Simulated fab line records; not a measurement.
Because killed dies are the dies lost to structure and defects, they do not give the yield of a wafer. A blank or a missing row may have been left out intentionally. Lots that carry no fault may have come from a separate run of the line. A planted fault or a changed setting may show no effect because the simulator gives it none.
Lot-split experiment / flow n5 finfet / 21 wafers read across 7 lots, on a route 1938 steps long

== THE SPLIT ==
At N5_BEOL_M10_ETCH_41 (etches SiCN in CH3F/O2, target depth 42.6 nm, time 86 s), the setting source w was moved away from the recipe's 395 W on 8 of the 21 wafers read, by -13.0% to +12.0%. All remaining wafers had this setting at the recipe value.

The reading comes from the split's own step.

== THE READING ==
rf vpp V, in V, at N5_BEOL_M10_ETCH_41 (etches SiCN in CH3F/O2, target depth 42.6 nm, time 86 s). Typical for fault-free wafers on this fab line: 296.9 V, with standard deviation 1.3 V.

wafer=L076.1; tool, chamber at the split=rie diel-03, 1; source w as run, W=346.8; against the recipe=-12.2%; rf vpp V, V=310.8; against lot-mates on the recipe=+11.9
wafer=L076.2; tool, chamber at the split=rie diel-03, 3; source w as run, W=395; against the recipe=recipe; rf vpp V, V=298.3; against lot-mates on the recipe=-
wafer=L076.6; tool, chamber at the split=rie diel-03, 2; source w as run, W=395; against the recipe=recipe; rf vpp V, V=299.4; against lot-mates on the recipe=-
wafer=L075.1; tool, chamber at the split=rie diel-06, 0; source w as run, W=442.5; against the recipe=+12.0%; rf vpp V, V=284.3; against lot-mates on the recipe=no lot-mate on the recipe
wafer=L075.3; tool, chamber at the split=rie diel-06, 1; source w as run, W=442.5; against the recipe=+12.0%; rf vpp V, V=286.4; against lot-mates on the recipe=no lot-mate on the recipe
wafer=L075.6; tool, chamber at the split=rie diel-06, 1; source w as run, W=442.5; against the recipe=+12.0%; rf vpp V, V=287.0; against lot-mates on the recipe=no lot-mate on the recipe
wafer=L085.4; tool, chamber at the split=rie diel-01, 3; source w as run, W=395; against the recipe=recipe; rf vpp V, V=295.8; against lot-mates on the recipe=-
wafer=L085.5; tool, chamber at the split=rie diel-01, 1; source w as run, W=395; against the recipe=recipe; rf vpp V, V=296.5; against lot-mates on the recipe=-
wafer=L085.6; tool, chamber at the split=rie diel-01, 0; source w as run, W=343.7; against the recipe=-13.0%; rf vpp V, V=310.5; against lot-mates on the recipe=+14.4
wafer=L091.4; tool, chamber at the split=rie diel-06, 3; source w as run, W=395; against the recipe=recipe; rf vpp V, V=296.1; against lot-mates on the recipe=-
wafer=L091.5; tool, chamber at the split=rie diel-06, 3; source w as run, W=417.7; against the recipe=+5.7%; rf vpp V, V=292.3; against lot-mates on the recipe=-4.9
wafer=L091.6; tool, chamber at the split=rie diel-06, 2; source w as run, W=395; against the recipe=recipe; rf vpp V, V=298.3; against lot-mates on the recipe=-
wafer=L094.1; tool, chamber at the split=rie diel-06, 1; source w as run, W=395; against the recipe=recipe; rf vpp V, V=296.0; against lot-mates on the recipe=-
wafer=L094.2; tool, chamber at the split=rie diel-06, 0; source w as run, W=419.7; against the recipe=+6.3%; rf vpp V, V=289.4; against lot-mates on the recipe=-7.6
wafer=L094.3; tool, chamber at the split=rie diel-06, 2; source w as run, W=395; against the recipe=recipe; rf vpp V, V=298.0; against lot-mates on the recipe=-
wafer=L095.2; tool, chamber at the split=rie diel-03, 1; source w as run, W=395; against the recipe=recipe; rf vpp V, V=297.5; against lot-mates on the recipe=-
wafer=L095.3; tool, chamber at the split=rie diel-03, 3; source w as run, W=423.3; against the recipe=+7.2%; rf vpp V, V=289.9; against lot-mates on the recipe=-8.2
wafer=L095.6; tool, chamber at the split=rie diel-03, 1; source w as run, W=395; against the recipe=recipe; rf vpp V, V=298.8; against lot-mates on the recipe=-
wafer=L097.1; tool, chamber at the split=rie diel-01, 0; source w as run, W=395; against the recipe=recipe; rf vpp V, V=298.1; against lot-mates on the recipe=-
wafer=L097.3; tool, chamber at the split=rie diel-01, 1; source w as run, W=395; against the recipe=recipe; rf vpp V, V=295.8; against lot-mates on the recipe=-
wafer=L097.4; tool, chamber at the split=rie diel-01, 3; source w as run, W=395; against the recipe=recipe; rf vpp V, V=295.8; against lot-mates on the recipe=-

FIT RESULTS
A straight line over all 21 wafers: rf vpp V changes by -1.01 V for each +1% of source w; r = -0.98; the points scatter about the line by 1.3 V.
The same after taking each lot's own level away (the mean of its wafers on the recipe; 18 wafers): -1.06 V for each +1%; r = -0.99; scatter 0.93 V.
That fit puts the effect of the largest move of source w on the reading at 14 V.
Across the lots, their own levels run from 296.15 to 298.85 V, a range of 2.1 times the standard deviation given above.
Consequently the slope shifts little with the lot-to-lot level, the two slopes agreeing.
Check: with one of the wafers moved furthest among these (-13.0%) left out of the fit, the line predicts +13.3 V for it against its lot-mates. Against them it came out at +14.4 V.
Tool readings at the split's step, against how far the setting was moved: rf vpp V r = -0.98.

== ADDITIONAL SPLITS CARRIED BY THESE WAFERS ==
These wafers also went through other splits before the reading. Each is held against what the fit with the lots' levels taken away leaves over:
other split on the same wafers=N5_BEOL_M8_COAT_60 spin rpm; wafers away from the commonest value=7; r with rf vpp V (lot level and that fit taken away)=-0.04
other split on the same wafers=N5_BEOL_M9_COAT_22 spin rpm; wafers away from the commonest value=5; r with rf vpp V (lot level and that fit taken away)=+0.11

== FILE'S OWN FIT ==
rf vpp V changes by -1.06 V for each +1% of source w, r = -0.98.
